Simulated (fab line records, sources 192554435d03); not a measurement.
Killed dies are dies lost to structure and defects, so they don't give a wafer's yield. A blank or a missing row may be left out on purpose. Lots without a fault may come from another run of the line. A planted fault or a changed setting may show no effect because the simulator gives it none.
Split-lot experiment | flow n5_finfet | 7 lots, 21 wafers read, on a route of 1938 steps

THE SPLIT
At N5_BEOL_M0_SAQP_ETCH_84 (etches SOC in N2/H2, target depth 100 nm, overetch 20 nm, time 150 s), the setting time_s was moved away from the recipe's 150 s on 10 of the 21 wafers read, by -19.4% to +18.5%. The other wafers ran this setting at the recipe's value.

FROM THE SPLIT TO THE READING: what the file shows between them, 1 step
- N5_BEOL_M0_SAQP_STRIP_80: strips in N2/H2

THE READING
SiARC_of_BEOL_M0_SAQP_COAT_82.thk_nm (the simulator's own value, which no gauge read), in nm, at N5_BEOL_M0_SAQP_HM_OPEN_112 (chemistry CHF3/O2, target SiO2, stops on a-Si, target depth 12 nm, time 13.5 s). The file gives no usual value for it. The 11 wafers here that ran the recipe average 5.6 nm, standard deviation 0.31 nm.

wafer  | tool, chamber at the split | time_s as run, s | against the recipe | SiARC_of_BEOL_M0_SAQP_COAT_82.thk_nm, nm | against lot-mates on the recipe
L074.3 | rie_diel-05, 3,1           | 129.4            | -13.7%             | 6                                        | no lot-mate on the recipe
L074.5 | rie_diel-05, 3,1           | 129.4            | -13.7%             | 6.2                                      | no lot-mate on the recipe
L074.6 | rie_diel-05, 2             | 129.4            | -13.7%             | 5.2                                      | no lot-mate on the recipe
L075.3 | rie_diel-06, 1             | 150              | recipe             | 5.8                                      | -
L075.4 | rie_diel-06, 2,1           | 150              | recipe             | 5.6                                      | -
L075.5 | rie_diel-06, 2,1           | 150              | recipe             | 5.6                                      | -
L077.2 | rie_diel-06, 2             | 150              | recipe             | 5.8                                      | -
L077.5 | rie_diel-06, 2             | 150              | recipe             | 5.8                                      | -
L077.3 | rie_diel-06, 0             | 177.8            | +18.5%             | 4                                        | -1.8
L078.1 | rie_diel-05, 1,3           | 150              | recipe             | 5.6                                      | -
L078.2 | rie_diel-05, 0             | 150              | recipe             | 5                                        | -
L078.4 | rie_diel-05, 1,3           | 150              | recipe             | 5.4                                      | -
L088.1 | rie_diel-05, 2             | 150              | recipe             | 5                                        | -
L088.2 | rie_diel-05, 0             | 120.9            | -19.4%             | 6                                        | +1.0
L088.3 | rie_diel-05, 1             | 120.9            | -19.4%             | 6.6                                      | +1.6
L090.2 | rie_diel-06, 1,0           | 122.5            | -18.3%             | 7                                        | +1.4
L090.3 | rie_diel-06, 2             | 150              | recipe             | 5.6                                      | -
L090.4 | rie_diel-06, 1,0           | 122.5            | -18.3%             | 6.4                                      | +0.8
L094.3 | rie_diel-01, 1,0           | 160.1            | +6.7%              | 5.6                                      | -0.4
L094.5 | rie_diel-01, 1,0           | 160.1            | +6.7%              | 5.6                                      | -0.4
L094.6 | rie_diel-01, 1             | 150              | recipe             | 6                                        | -
Where a row lists several chambers, the file gives one row for several wafers and doesn't say which wafer went through which chamber.

THE FIT
A straight line over all 21 wafers: SiARC_of_BEOL_M0_SAQP_COAT_82.thk_nm changes by -0.0463 nm for each +1% of time_s; r = -0.76; the points scatter about the line by 0.42 nm.
The same after taking each lot's own level away (the mean of its wafers on the recipe; 18 wafers): -0.0708 nm for each +1%; r = -0.95; scatter 0.23 nm.
On that fit, the largest move of time_s shifts the reading by 1.4 nm.
The lots' own levels span 5.00 to 6.00 nm, that is 3.3 times the standard deviation above.
So the lot-to-lot level blurs the effect unless lot-mates are compared.
Check: with one of the wafers moved furthest among these (-19.4%) left out of the fit, the line predicts +1.42 nm for it against its lot-mates. It came out at +1 nm against them.

OTHER SPLITS ON THESE WAFERS
These wafers also went through other splits before the reading. Each is held against what the fit with the lots' levels taken away leaves over:
other split on the same wafers       | wafers away from the commonest value | r with SiARC_of_BEOL_M0_SAQP_COAT_82.thk_nm (lot level and that fit taken away)
N5_MOL_CONTACT_COAG_COAT_75 spin_rpm | 6                                    | -0.33

THE WHOLE CHAIN: every reading that the file lists as answering this split, in the file's order
step                        | what it does                                                                   | reading                                                                               | change (the file's fit)                | r (the file's)
N5_BEOL_M0_SAQP_ETCH_84     | etches SOC in N2/H2, target depth 100 nm, overetch 20 nm, time 150 s           | SiARC_of_BEOL_M0_SAQP_COAT_82.thk_nm (the simulator's own value, which no gauge read) | -0.0655 nm for each +1% of the setting | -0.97
N5_BEOL_M0_SAQP_HM_OPEN_112 | chemistry CHF3/O2, target SiO2, stops on a-Si, target depth 12 nm, time 13.5 s | SiARC_of_BEOL_M0_SAQP_COAT_82.thk_nm (the simulator's own value, which no gauge read) | -0.0739 nm for each +1% of the setting | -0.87

THE FILE'S OWN FIT
SiARC_of_BEOL_M0_SAQP_COAT_82.thk_nm changes by -0.0739 nm for each +1% of time_s, r = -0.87.
